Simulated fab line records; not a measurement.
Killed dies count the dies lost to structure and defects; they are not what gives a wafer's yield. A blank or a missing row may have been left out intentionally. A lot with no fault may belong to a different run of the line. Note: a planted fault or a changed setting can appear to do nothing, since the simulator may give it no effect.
Chamber matching || flow n5-finfet || N5_GATE_CUT_SAC_CAP_01 on ald-sin-01: 4 sister chambers
The step material SiNx, target thk 24 nm, pulse time 1 s, ald cycles 480. 8 wafers are shown with their chamber, then 7 later ones without.

## EACH WAFER AND ITS CHAMBER
{"wafer": "L075.6", "chamber": 1, "heater-power-w (W)": 886, "precursor-pulse-height-rel": 0.980}
{"wafer": "L084.4", "chamber": 2, "heater-power-w (W)": 655, "precursor-pulse-height-rel": 1.007}
{"wafer": "L084.6", "chamber": 3, "heater-power-w (W)": 748, "precursor-pulse-height-rel": 1.007}
{"wafer": "L091.2", "chamber": 0, "heater-power-w (W)": 941, "precursor-pulse-height-rel": 0.963}
{"wafer": "L091.3", "chamber": 2, "heater-power-w (W)": 673, "precursor-pulse-height-rel": 0.982}
{"wafer": "L091.6", "chamber": 1, "heater-power-w (W)": 897, "precursor-pulse-height-rel": 1.021}
{"wafer": "L093.1", "chamber": 0, "heater-power-w (W)": 921, "precursor-pulse-height-rel": 1.012}
{"wafer": "L093.2", "chamber": 3, "heater-power-w (W)": 740, "precursor-pulse-height-rel": 1.025}

## WAFERS MISSING THEIR CHAMBER
{"wafer": "L093.5", "heater-power-w (W)": 729, "precursor-pulse-height-rel": 0.989}
{"wafer": "L094.1", "heater-power-w (W)": 670, "precursor-pulse-height-rel": 1.002}
{"wafer": "L094.5", "heater-power-w (W)": 653, "precursor-pulse-height-rel": 0.974}
{"wafer": "L094.6", "heater-power-w (W)": 735, "precursor-pulse-height-rel": 1.031}
{"wafer": "L096.1", "heater-power-w (W)": 964, "precursor-pulse-height-rel": 0.982}
{"wafer": "L096.3", "heater-power-w (W)": 676, "precursor-pulse-height-rel": 0.983}
{"wafer": "L096.4", "heater-power-w (W)": 743, "precursor-pulse-height-rel": 0.976}

## CHAMBER TAKEN BY EACH
{"wafer": "L093.5", "from the rows above": 3, "in truth": 3}
{"wafer": "L094.1", "from the rows above": 2, "in truth": 2}
{"wafer": "L094.5", "from the rows above": 2, "in truth": 2}
{"wafer": "L094.6", "from the rows above": 3, "in truth": 3}
{"wafer": "L096.1", "from the rows above": 0, "in truth": 0}
{"wafer": "L096.3", "from the rows above": 2, "in truth": 2}
{"wafer": "L096.4", "from the rows above": 3, "in truth": 3}
Correct placement for 7 of the 7. Not placeable from these rows: 0. Number placed wrongly: 0.
How it was worked out, from the rows above alone: a wafer's distance from a chamber is the root of the sum, over the readings, of the square of ((its reading less the chamber's mean) divided by the reading's scatter). The wafer belongs to the nearest chamber; if the next one is less than 2 further off, it can't be placed. Each chamber's mean is taken over the wafers shown for it. How the scatter is found: for the shown wafers, subtract from each reading the mean of its chamber, square and add these, divide the total by (wafers less chambers), then take the root.
